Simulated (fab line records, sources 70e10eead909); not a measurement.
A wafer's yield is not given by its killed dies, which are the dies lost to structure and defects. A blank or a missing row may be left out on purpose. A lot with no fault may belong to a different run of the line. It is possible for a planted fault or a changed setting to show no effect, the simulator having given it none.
Chamber matching    flow nand harc    4 sister chambers for NHARC_A_M0_ETCH_34 on rie diel-13
The step etches the open film in N2/H2, target depth 40 nm, overetch 12 nm, time 43.94 s. 16 wafers are shown with their chamber, then 8 later ones without.

WAFERS, EACH WITH ITS CHAMBER
wafer   chamber  drypump motor current A (A)  rf vpp V (V)  oes product au (a.u.)
L078.1  0        6.5                          432.1         0.998
L078.2  2        5.9                          429.3         1.018
L078.3  1        6.0                          434.7         1.000
L078.4  3        5.7                          430.5         0.982
L078.5  1        6.0                          434.1         1.016
L078.6  0        6.5                          433.5         1.002
L077.2  0        6.6                          433.3         0.994
L077.3  1        6.1                          434.6         1.007
L077.4  3        5.7                          430.9         0.985
L083.3  1        6.1                          433.1         1.018
L083.4  0        6.5                          431.6         0.998
L083.6  3        5.7                          430.0         0.982
L085.2  3        5.7                          430.1         0.969
L085.5  2        5.9                          427.9         1.002
L085.6  3        5.7                          429.5         0.974
L089.4  1        6.0                          434.3         1.007

SIGNATURES (means of the wafers above)
reading                  chamber 0  chamber 1  chamber 2  chamber 3  scatter within a chamber
drypump motor current A  6.525      6.040      5.900      5.700      0.0403
rf vpp V                 432.625    434.160    428.600    430.200    0.723
oes product au           0.99800    1.00960    1.01000    0.97840    0.0068
Rule: a wafer lies at a distance from a chamber equal to the root of the sum of squares, over the readings, of (its reading less the chamber's mean, divided by the reading's scatter). The wafer belongs to the nearest chamber; if the next one is less than 2 further off, it can't be placed. The scatter: take each reading less its chamber's mean, square it, sum over the shown wafers, divide by the number of wafers less the number of chambers, and take the root.

WAFERS MISSING THEIR CHAMBER
wafer   drypump motor current A (A)  rf vpp V (V)  oes product au (a.u.)
L089.5  5.9                          429.6         1.021
L089.6  5.7                          430.4         0.977
L093.1  6.5                          432.7         0.975
L093.2  5.7                          429.7         1.005
L093.5  5.7                          430.5         1.002
L094.2  6.0                          432.2         0.992
L094.5  6.0                          432.5         0.994
L094.6  5.9                          429.1         0.991

WHICH CHAMBER EACH ONE RAN IN
wafer   from the rows above      in truth
L089.5  2                        2
L089.6  3                        3
L093.1  0                        0
L093.2  can't be placed: 3 or 2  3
L093.5  3                        3
L094.2  1                        1
L094.5  1                        1
L094.6  2                        2
7 of 8 placed correctly. From these rows, 1 cannot be placed; in 1 the true chamber is one of the candidates. 0 placed wrongly.
